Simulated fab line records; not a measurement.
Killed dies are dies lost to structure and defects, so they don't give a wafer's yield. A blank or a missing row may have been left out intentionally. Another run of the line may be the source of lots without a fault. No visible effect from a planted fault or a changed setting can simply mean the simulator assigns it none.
fab line records ; flow n5Finfet
record lots=7; wafers=39
route steps=1938 shown FIN_CUT@169 DUMMY_GATE@246 SD_EPI_P@321 SD_ACTIVATION@330 MOL_CONTACT_COAG@547
startH: start of the lot's first displayed wafer, in hours after the record's first day ; waitH: hours since the lot's step before ; " repeats the value in the row above ; L1.1+2: one row covering several wafers at once ; - either no value or no given start ; * or withheld: withheld ; < > ~ a bound
route shown NAME@n: names a module that has steps shown in the file, with the first one's number in the route ; usual: mean/standard deviation of fault-free wafers ; same: alike in all rows ; chamber/n: place in a boat ; sites: readings site by site ; _std_site: the values' standard deviation ; _edge_site: the outer-site mean with the inner-site mean subtracted ; radiusMm: how far each site lies from the wafer's centre ; mask NAME#n: copy n ; behind: the last tool/chamber to shape the wafer ; hold: what put the lot on hold/how long, in hours/how the hold closed ; device: the n, p or np transistor that did not switch ; end of line: the route-end tests of the same wafers ; a step with no rows: only its recipe ; killed: at the first sort, the dies lost to defects and structure; wafer yield is something else ; map: per-die view of a wafer (x killed, . not killed, _ where there is no die)
set.NAME: setting as actually run; set.NAME@STEP: the setting as run at that earlier step ; model.NAME: the simulator's own value behind a step, which no gauge read
lots where settings were altered on purpose, with a table for each step and a row for each wafer
## steps
# step N5_FIN_CUT_ETCH_21
# recipe chemistry=N2/H2; target=SOC; targetDepthA=2190; overetchA=438; maskMaterial=SiARC; tempC=40; ionEnergyEv=100; biasW=61; timeS=523.5; pressureMtorr=30; sourceW=850; n2FlowSccm=200; h2FlowSccm=200
lot.wafer;tool;chamber;startH;waitH;set.timeS;model.SiARC_of_FIN_CUT_COAT_19.thkNm;model.FIN_CUT.cdOffsetNm
L078.1;rieDiel-04;3;51.61;0.0;608.7;10.6;1
L078.2;rieDiel-04;0;51.61;0.0;523.5;12;-0.6
L078.3;rieDiel-04;2;51.61;0.0;523.5;12;-0.8
L078.4;rieDiel-04;1;51.61;0.0;608.7;10.4;0.8
L078.5;rieDiel-04;2;51.61;0.0;608.7;10.6;0.4
L078.6;rieDiel-04;3;51.61;0.0;523.5;11.8;-0.2
L082.1;rieDiel-05;2;76.54;0.0;464.1;13;-0.4
L082.2;rieDiel-05;0;76.54;0.0;523.5;12;0
L082.3;rieDiel-05;1;76.54;0.0;464.1;12.8;-0.8
L082.4;rieDiel-05;3;76.54;0.0;523.5;11.8;0.4
L082.5;rieDiel-05;1;76.54;0.0;523.5;12;0.2
L082.6;rieDiel-05;2;76.54;0.0;464.1;12.8;-0.2
L084.1;rieDiel-06;2;91.09;0.0;605.2;11;1
L084.2;rieDiel-06;0;91.09;0.0;605.2;10.4;0.6
L084.3;rieDiel-06;3;91.09;0.0;523.5;12;-0.2
L084.4;rieDiel-06;3;91.09;0.0;523.5;11.8;-0.2
L084.5;rieDiel-06;2;91.09;0.0;605.2;10.8;1.2
L084.6;rieDiel-06;0;91.09;0.0;523.5;11.8;0
L086.1;rieDiel-04;1;102.71;0.0;523.5;11.6;0.2
L086.2+4;rieDiel-04;3,2;102.71;0.0;608.2;10.4;1.2
L086.3;rieDiel-04;0;102.71;0.0;523.5;11.8;0
L086.5;rieDiel-04;0;102.71;0.0;608.2;10.6;1
L086.6;rieDiel-04;1;102.71;0.0;523.5;11.8;0.4
L087.1;rieDiel-06;3;105.80;0.0;523.5;12;-0.4
L087.2;rieDiel-06;0;105.80;0.0;523.5;11.8;-0.8
L087.3;rieDiel-06;2;105.80;0.0;523.5;12.2;-0.2
L087.4;rieDiel-06;2;105.80;0.0;523.5;12.4;-0.2
L087.5;rieDiel-06;0;105.80;0.0;523.5;11.8;-0.4
L087.6;rieDiel-06;3;105.80;0.0;523.5;12;-0.2
L088.1+6;rieDiel-04;3;111.09;0.0;523.5;12;-0.2
L088.2;rieDiel-04;0;111.09;0.0;632.5;10.4;0.6
L088.3;rieDiel-04;2;111.09;0.0;632.5;10.4;0.8
L088.4;rieDiel-04;1;111.09;0.0;632.5;10.2;1.4
L088.5;rieDiel-04;0;111.09;0.0;523.5;12.2;-0.2
L093.4;rieDiel-06;2;141.57;0.2;523.5;12.2;-0.2
L093.5;rieDiel-06;3;141.57;0.2;523.5;12;-0.2
L093.6;rieDiel-06;0;141.57;0.2;523.5;12;-0.4
# step N5_FIN_CUT_STRIP_23
# recipe chemistry=N2/H2; tempC=40; n2FlowSccm=200; h2FlowSccm=200; rfFrequencyHz=6e+07
# step N5_FIN_CUT_STRIP_31
# recipe chemistry=N2/H2; tempC=40; n2FlowSccm=200; h2FlowSccm=200; rfFrequencyHz=6e+07
# step N5_FIN_CUT_STRIP_24
# recipe chemistry=CF4; resist=SiARC; powerW=300; biasPowerW=75; pressureMtorr=50; cf4FlowSccm=150; rfFrequencyHz=6e+07
# step N5_FIN_CUT_CUT_ETCH_26
# recipe chemistry=CH3F/O2; target=SiNx; targetDepthA=390; maskMaterial=SOC; timeS=55.7; pressureMtorr=30; sourceW=395; biasW=73; Ar_flow_sccm=150; CH3F_flow_sccm=30; O2_flow_sccm=20; ionEnergyEv=120
lot.wafer;tool;chamber;startH;waitH;set.timeS@FIN_CUT_ETCH_21;model.FIN_CUT.cdOffsetNm
L078.1;rieDiel-04;3;51.95;0.0;608.7;1
L078.2;rieDiel-04;0;51.95;0.0;523.5;-0.8
L078.3;rieDiel-04;2;51.95;0.0;523.5;-1
L078.4;rieDiel-04;1;51.95;0.0;608.7;0.6
L078.5;rieDiel-04;2;51.95;0.0;608.7;0.2
L078.6;rieDiel-04;3;51.95;0.0;523.5;-0.2
L082.1;rieDiel-05;2;76.89;0.0;464.1;-0.4
L082.2+5;rieDiel-05;0,1;76.89;0.0;523.5;0
L082.3;rieDiel-05;1;76.89;0.0;464.1;-0.8
L082.4;rieDiel-05;3;76.89;0.0;523.5;0.4
L082.6;rieDiel-05;2;76.89;0.0;464.1;-0.2
L084.1;rieDiel-06;2;91.43;0.0;605.2;1
L084.2;rieDiel-06;0;91.43;0.0;605.2;0.4
L084.3;rieDiel-06;3;91.43;0.0;523.5;-0.4
L084.4+6;rieDiel-06;3,0;91.43;0.0;523.5;0
L084.5;rieDiel-06;2;91.43;0.0;605.2;1.2
L086.1+6;rieDiel-04;1;103.05;0.0;523.5;0.4
L086.2+4;rieDiel-04;3,2;103.05;0.0;608.2;1.2
L086.3;rieDiel-04;0;103.05;0.0;523.5;0.2
L086.5;rieDiel-04;0;103.05;0.0;608.2;1
L087.1+5;rieDiel-06;3,0;106.14;0.0;523.5;-0.4
L087.2;rieDiel-06;0;106.14;0.0;523.5;-0.8
L087.3;rieDiel-06;2;106.14;0.0;523.5;0
L087.4+6;rieDiel-06;2,3;106.14;0.0;523.5;-0.2
L088.1;rieDiel-04;3;111.43;0.0;523.5;-0.4
L088.2+3;rieDiel-04;0,2;111.43;0.0;632.5;0.8
L088.4;rieDiel-04;1;111.43;0.0;632.5;1.4
L088.5+6;rieDiel-04;0,3;111.43;0.0;523.5;0
L093.4+5;rieDiel-06;2,3;141.79;0.0;523.5;-0.2
L093.6;rieDiel-06;0;141.79;0.0;523.5;-0.4
# step N5_FIN_CUT_CUT_ETCH_27
# recipe chemistry=CHF3/O2; target=SiO2; targetDepthA=40; maskMaterial=SOC; overetchA=20; timeS=4.9; pressureMtorr=30; sourceW=650; biasW=170; Ar_flow_sccm=200; CHF3_flow_sccm=50; O2_flow_sccm=5; ionEnergyEv=200
# step N5_FIN_CUT_PRECLEAN_35
# recipe timeS=13.3; tempC=45; pressureTorr=125; pHfTorr=3; pCoreactantTorr=25; chemistry=vHF
# step N5_FIN_CUT_CUT_ETCH_15
# recipe chemistry=HBr/Cl2/O2; target=Si; targetDepthA=1000; btTimeS=10; maskMaterial=SOC; timeS=42.4; ionEnergyEv=*; biasW=*; pressureMtorr=10; icpW=800; HBr_flow_sccm=150; Cl2_flow_sccm=80; O2_flow_sccm=12
lot.wafer;tool;chamber;startH;waitH;set.timeS@FIN_CUT_ETCH_21;model.FIN_CUT.cdOffsetNm
L078.1+4;rieSi-01;2,1;52.14;0.1;608.7;0.8
L078.2;rieSi-01;3;52.14;0.1;523.5;-0.6
L078.3;rieSi-01;0;52.14;0.1;523.5;-0.8
L078.5;rieSi-01;1;52.14;0.1;608.7;0.4
L078.6;rieSi-01;2;52.14;0.1;523.5;-0.2
L082.1;rieSi-02;3;77.09;0.1;464.1;-0.2
L082.2+5;rieSi-02;1,0;77.09;0.1;523.5;0.2
L082.3;rieSi-02;0;77.09;0.1;464.1;-0.6
L082.4;rieSi-02;2;77.09;0.1;523.5;0.6
L082.6;rieSi-02;1;77.09;0.1;464.1;0
L084.1;rieSi-04;3;92.21;0.1;605.2;1
L084.2;rieSi-04;1;92.21;0.1;605.2;0.6
L084.3;rieSi-04;2;92.21;0.1;523.5;-0.2
L084.4+6;rieSi-04;2,1;92.21;0.1;523.5;0
L084.5;rieSi-04;3;92.21;0.1;605.2;1.2
L086.1+6;rieSi-04;1,2;103.25;0.1;523.5;0.4
L086.2+4;rieSi-04;2,1;103.25;0.1;608.2;1.2
L086.3;rieSi-04;3;103.25;0.1;523.5;0
L086.5;rieSi-04;3;103.25;0.1;608.2;1
L087.1+4;rieSi-01;2,3;106.37;0.1;523.5;-0.4
L087.2;rieSi-01;1;106.37;0.1;523.5;-0.8
L087.3;rieSi-01;0;106.37;0.1;523.5;0
L087.5;rieSi-01;2;106.37;0.1;523.5;-0.6
L087.6;rieSi-01;3;106.37;0.1;523.5;-0.2
L088.1;rieSi-04;1;111.63;0.1;523.5;0.2
L088.2+3;rieSi-04;2,3;111.63;0.1;632.5;1.4
L088.4;rieSi-04;2;111.63;0.1;632.5;2.2
L088.5+6;rieSi-04;1,3;111.63;0.1;523.5;0.6
L093.4+5;rieSi-02;0;141.96;0.0;523.5;-0.2
L093.6;rieSi-02;3;141.96;0.0;523.5;-0.6
# step N5_FIN_CUT_CUT_ETCH_28
# recipe chemistry=HBr/Cl2/O2; target=Si; targetDepthA=60; maskMaterial=SOC; timeS=2.4; ionEnergyEv=*; biasW=*; pressureMtorr=10; icpW=800; HBr_flow_sccm=150; Cl2_flow_sccm=80; O2_flow_sccm=12
lot.wafer;tool;chamber;startH;waitH;set.timeS@FIN_CUT_ETCH_21;model.FIN_CUT.cdOffsetNm
L078.1;rieSi-01;2;52.20;0.0;608.7;1
L078.2+3;rieSi-01;3,0;52.20;0.0;523.5;-0.8
L078.4;rieSi-01;1;52.20;0.0;608.7;0.6
L078.5;rieSi-01;1;52.20;0.0;608.7;0.4
L078.6;rieSi-01;2;52.20;0.0;523.5;-0.2
L082.1;rieSi-02;3;77.14;0.0;464.1;-0.2
L082.2+5;rieSi-02;1,0;77.14;0.0;523.5;0.2
L082.3;rieSi-02;0;77.14;0.0;464.1;-0.6
L082.4;rieSi-02;2;77.14;0.0;523.5;0.6
L082.6;rieSi-02;1;77.14;0.0;464.1;0
L084.1;rieSi-04;3;92.26;0.0;605.2;1
L084.2;rieSi-04;1;92.26;0.0;605.2;0.6
L084.3;rieSi-04;2;92.26;0.0;523.5;-0.2
L084.4+6;rieSi-04;2,1;92.26;0.0;523.5;0
L084.5;rieSi-04;3;92.26;0.0;605.2;1.2
L086.1;rieSi-04;1;103.30;0.0;523.5;0.2
L086.2+4;rieSi-04;2,1;103.30;0.0;608.2;1.2
L086.3;rieSi-04;3;103.30;0.0;523.5;0
L086.5;rieSi-04;3;103.30;0.0;608.2;1
L086.6;rieSi-04;2;103.30;0.0;523.5;0.6
L087.1+4;rieSi-01;2,3;106.42;0.0;523.5;-0.4
L087.2;rieSi-01;1;106.42;0.0;523.5;-0.8
L087.3;rieSi-01;0;106.42;0.0;523.5;0
L087.5;rieSi-01;2;106.42;0.0;523.5;-0.6
L087.6;rieSi-01;3;106.42;0.0;523.5;-0.2
L088.1;rieSi-04;1;111.68;0.0;523.5;0.2
L088.2+3;rieSi-04;2,3;111.68;0.0;632.5;1.4
L088.4;rieSi-04;2;111.68;0.0;632.5;2.2
L088.5+6;rieSi-04;1,3;111.68;0.0;523.5;0.6
L093.4+5;rieSi-02;0;142.01;0.0;523.5;-0.2
L093.6;rieSi-02;3;142.01;0.0;523.5;-0.6
# step N5_DUMMY_GATE_ETCH_32
# recipe chemistry=CF4; target=SiO2; targetDepthA=35; timeS=3.9; ionEnergyEv=350; pressureMtorr=10; icpW=800; biasW=400; cf4FlowSccm=80
lot.wafer;tool;chamber;startH;waitH;set.timeS;model.etch.depthNm
L078.1;rieSi-04;3;76.45;0.1;4.657;4.215
L078.2;rieSi-04;2;76.45;0.1;4.657;4.153
L078.3;rieSi-04;1;76.45;0.1;3.9;3.502
L078.4;rieSi-04;0;76.45;0.1;4.657;4.166
L078.5;rieSi-04;2;76.45;0.1;3.9;3.447
L078.6;rieSi-04;3;76.45;0.1;3.9;3.483
L082.1;rieSi-01;1;98.58;0.1;3.603;3.262
L082.2;rieSi-01;2;98.58;0.1;3.9;3.519
L082.3;rieSi-01;0;98.58;0.1;3.603;3.236
L082.4;rieSi-01;3;98.58;0.1;3.9;3.469
L082.5;rieSi-01;3;98.58;0.1;3.603;3.192
L082.6;rieSi-01;0;98.58;0.1;3.9;3.479
L084.1;rieSi-02;0;114.90;0.1;3.9;3.511
L084.2;rieSi-02;1;114.90;0.1;3.9;3.536
L084.3;rieSi-02;3;114.90;0.1;3.9;3.571
L084.4;rieSi-02;2;114.90;0.1;3.9;3.522
L084.5;rieSi-02;2;114.90;0.1;3.9;3.515
L084.6;rieSi-02;1;114.90;0.1;3.9;3.558
L086.1;rieSi-04;1;128.70;0.1;4.391;3.9
L086.2;rieSi-04;3;128.70;0.1;3.9;3.533
L086.3;rieSi-04;2;128.70;0.1;4.391;3.878
L086.4;rieSi-04;0;128.70;0.1;4.391;3.92
L086.5;rieSi-04;2;128.70;0.1;3.9;3.453
L086.6;rieSi-04;1;128.70;0.1;3.9;3.448
L087.1;rieSi-04;0;131.85;0.1;3.9;3.507
L087.2;rieSi-04;2;131.85;0.1;3.9;3.476
L087.3;rieSi-04;1;131.85;0.1;3.9;3.46
L087.4;rieSi-04;3;131.85;0.1;3.9;3.509
L087.5;rieSi-04;1;131.85;0.1;3.9;3.487
L087.6;rieSi-04;2;131.85;0.1;3.9;3.482
L088.1;rieSi-04;0;135.74;0.1;2.975;2.642
L088.2;rieSi-04;1;135.74;0.1;2.975;2.656
L088.3;rieSi-04;2;135.74;0.1;3.9;3.461
L088.4;rieSi-04;3;135.74;0.1;3.9;3.499
L088.5;rieSi-04;2;135.74;0.1;3.9;3.467
L088.6;rieSi-04;3;135.74;0.1;2.975;2.654
L093.4;rieSi-04;2;160.65;0.1;3.9;3.521
L093.5;rieSi-04;0;160.65;0.1;3.9;3.507
L093.6;rieSi-04;3;160.65;0.1;3.9;3.499
# step N5_SD_EPI_P_EPI_21
# recipe material=SiGe:B; dopant=B; tempC=550; pressureTorr=20; ambient=H2; timeS=355
lot.wafer;tool;chamber;startH;waitH;set.pressureTorr;model.SiGe-B_of_SD_EPI_P_EPI_21.thkNm
L078.1;epiRpcvd-02;0;83.97;0.1;20;61.8
L078.2;epiRpcvd-02;0;83.97;0.1;20;62.2
L078.3;epiRpcvd-02;0;83.97;0.1;20;62
L078.4;epiRpcvd-02;0;83.97;0.1;20;62.6
L078.5+6;epiRpcvd-02;0;83.97;0.1;20;62.4
L082.1+3;epiRpcvd-02;0;107.07;0.1;23.77;66.6
L082.2+4;epiRpcvd-02;0;107.07;0.1;23.77;67.2
L082.5;epiRpcvd-02;0;108.51;1.5;23.77;67
L082.6;epiRpcvd-02;0;108.51;1.5;23.77;67.4
L084.1+2;epiRpcvd-04;0;122.61;0.1;20;60.6
L084.3;epiRpcvd-04;0;122.61;0.1;20;60.4
L084.4;epiRpcvd-04;0;122.61;0.1;20;61.2
L084.5+6;epiRpcvd-04;0;122.61;0.1;20;61.6
L086.1;epiRpcvd-02;0;136.42;0.1;20;61.2
L086.2+6;epiRpcvd-02;0;136.42;0.1;20;60.8
L086.3;epiRpcvd-02;0;136.42;0.1;20;61.8
L086.4+5;epiRpcvd-02;0;136.42;0.1;20;60.6
L087.1+6;epiRpcvd-04;0;139.37;0.2;21.3;63
L087.2+4;epiRpcvd-04;0;139.37;0.2;21.3;62.4
L087.3;epiRpcvd-04;0;139.37;0.2;21.3;62.2
L087.5;epiRpcvd-04;0;139.37;0.2;21.3;62.8
L088.1+5;epiRpcvd-02;0;143.07;0.2;17.31;57.6
L088.2;epiRpcvd-02;0;143.07;0.2;17.31;57
L088.3;epiRpcvd-02;0;143.07;0.2;17.31;57.4
L088.4;epiRpcvd-02;0;143.07;0.2;17.31;57.8
L088.6;epiRpcvd-02;0;143.07;0.2;17.31;56.8
L093.4;epiRpcvd-02;0;169.70;1.1;20;60
L093.5;epiRpcvd-02;0;169.70;1.1;20;61.2
L093.6;epiRpcvd-02;0;169.70;1.1;20;60.6
# step N5_SD_EPI_P_HM_STRIP_48
# recipe chemistry=H3PO4; tempC=160; material=SiNx; target=SiNx; targetDepthA=30; overetchFraction=0.3
# step N5_SD_ACTIVATION_RTA_00
# recipe tempC=975; timeS=0; ambient=N2; idleTempC=600; rampUpCPerS=150; rampDownCPerS=60; coolToC=600
# step N5_SD_ACTIVATION_LSA_01
# recipe tempC=1080; timeS=0.0008; ambient=N2
# step N5_SD_ACTIVATION_RS_MEAS_03
# recipe thkMeasGauge=four-point-probe
# usual RS_SD_N=21.8/0.33; RS_SD_P=56.0/1
lot.wafer;tool;chamber;startH;waitH;set.pressureTorr@SD_EPI_P_EPI_21;RS_SD_N[ohm/sq];RS_SD_P[ohm/sq]
L078.1;filmMetro-01;-;86.79;0.2;20;22.0;54.9
L078.2;filmMetro-01;-;86.79;0.2;20;21.8;54.9
L078.3;filmMetro-01;-;86.79;0.2;20;21.9;54.8
L078.4;filmMetro-01;-;86.79;0.2;20;21.8;54.1
L078.5;filmMetro-01;-;86.79;0.2;20;22.2;54.4
L078.6;filmMetro-01;-;86.79;0.2;20;21.7;53.9
L082.1;filmMetro-01;-;109.89;0.2;23.77;21.6;48.3
L082.2;filmMetro-01;-;109.89;0.2;23.77;21.5;47.9
L082.3;filmMetro-01;-;109.89;0.2;23.77;21.6;48.5
L082.4;filmMetro-01;-;109.89;0.2;23.77;21.4;48.0
L082.5;filmMetro-01;-;109.89;0.2;23.77;21.8;48.0
L082.6;filmMetro-01;-;109.89;0.2;23.77;21.4;47.4
L084.1;filmMetro-01;-;125.45;0.2;20;21.6;56.2
L084.2;filmMetro-01;-;125.45;0.2;20;22.1;56.5
L084.3;filmMetro-01;-;125.45;0.2;20;22.2;56.4
L084.4;filmMetro-01;-;125.45;0.2;20;22.0;55.7
L084.5;filmMetro-01;-;125.45;0.2;20;22.0;55.1
L084.6;filmMetro-01;-;125.45;0.2;20;22.2;55.4
L086.1;filmMetro-01;-;139.22;0.2;20;21.8;55.3
L086.2;filmMetro-01;-;139.22;0.2;20;22.0;55.4
L086.3;filmMetro-01;-;139.22;0.2;20;21.8;54.7
L086.4;filmMetro-01;-;139.22;0.2;20;21.8;56.3
L086.5;filmMetro-01;-;139.22;0.2;20;22.1;56.0
L086.6;filmMetro-01;-;139.22;0.2;20;22.1;55.7
L087.1;filmMetro-02;-;142.89;0.2;21.3;21.6;54.0
L087.2;filmMetro-02;-;142.89;0.2;21.3;21.2;54.2
L087.3;filmMetro-02;-;142.89;0.2;21.3;21.6;54.9
L087.4;filmMetro-02;-;142.89;0.2;21.3;21.7;54.6
L087.5;filmMetro-02;-;142.89;0.2;21.3;21.8;54.1
L087.6;filmMetro-02;-;142.89;0.2;21.3;21.7;54.0
L088.1;filmMetro-01;-;146.61;0.2;17.31;21.8;64.4
L088.2;filmMetro-01;-;146.61;0.2;17.31;21.8;64.5
L088.3;filmMetro-01;-;146.61;0.2;17.31;21.7;64.3
L088.4;filmMetro-01;-;146.61;0.2;17.31;22.2;64.0
L088.5;filmMetro-01;-;146.61;0.2;17.31;22.1;63.9
L088.6;filmMetro-01;-;146.61;0.2;17.31;21.6;65.1
L093.4;filmMetro-01;-;171.69;0.1;20;22.6;56.5
L093.5;filmMetro-01;-;171.69;0.1;20;22.5;55.3
L093.6;filmMetro-01;-;171.69;0.1;20;22.5;56.1
# step N5_MOL_CONTACT_COAG_SPUTTER_143
# recipe material=Co; targetThkA=25; tempC=25; chamberPressurePa=0.2
lot.wafer;tool;chamber;startH;waitH;set.targetThkA;model.Co_of_MOL_CONTACT_COAG_SPUTTER_143.thkNm
L078.1+2+3;pvdSputter-01;-;122.38;0.0;25;2.4
L078.4+5+6;pvdSputter-01;-;122.38;0.0;25;2.6
L082.1+5+6;pvdSputter-03;-;143.19;0.0;21.48;2.2
L082.2+3+4;pvdSputter-03;-;143.19;0.0;25;2.6
L084.1+2+3+4+5+6;pvdSputter-02;-;161.47;0.0;25;2.6
L086.1+2+3+4+5+6;pvdSputter-01;-;174.46;0.0;25;2.4
L087.1+3+4;pvdSputter-01;-;177.54;0.0;25;2.4
L087.2+5+6;pvdSputter-01;-;177.54;0.0;22.52;2.2
L088.1+4+5;pvdSputter-03;-;182.61;0.0;26.54;2.8
L088.2+3+6;pvdSputter-03;-;182.61;0.0;25;2.6
L093.4+5+6;pvdSputter-03;-;204.80;0.0;25;2.4
## key
split step=N5_FIN_CUT_ETCH_21; setting=timeS; stated=523.5; by=wafer
response step=N5_FIN_CUT_ETCH_21; reading=model.SiARC_of_FIN_CUT_COAT_19.thkNm; change=-0.0808; per=1%; r=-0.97
response step=N5_FIN_CUT_ETCH_21; reading=model.FIN_CUT.cdOffsetNm; change=+0.0627; per=1%; r=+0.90
response step=N5_FIN_CUT_CUT_ETCH_26; reading=model.FIN_CUT.cdOffsetNm; change=+0.0597; per=1%; r=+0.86
response step=N5_FIN_CUT_CUT_ETCH_15; reading=model.FIN_CUT.cdOffsetNm; change=+0.0608; per=1%; r=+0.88
response step=N5_FIN_CUT_CUT_ETCH_28; reading=model.FIN_CUT.cdOffsetNm; change=+0.0616; per=1%; r=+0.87
split step=N5_DUMMY_GATE_ETCH_32; setting=timeS; stated=3.9; by=wafer
response step=N5_DUMMY_GATE_ETCH_32; reading=model.etch.depthNm; change=+0.035; per=1%; r=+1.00
split step=N5_SD_EPI_P_EPI_21; setting=pressureTorr; stated=20; by=lot
response step=N5_SD_EPI_P_EPI_21; reading=model.SiGe-B_of_SD_EPI_P_EPI_21.thkNm; change=+0.294; per=1%; r=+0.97
response step=N5_SD_ACTIVATION_RS_MEAS_03; reading=RS_SD_P; change=-0.482; per=1%; r=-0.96
split step=N5_MOL_CONTACT_COAG_SPUTTER_143; setting=targetThkA; stated=25; by=wafer
response step=N5_MOL_CONTACT_COAG_SPUTTER_143; reading=model.Co_of_MOL_CONTACT_COAG_SPUTTER_143.thkNm; change=+0.0264; per=1%; r=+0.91
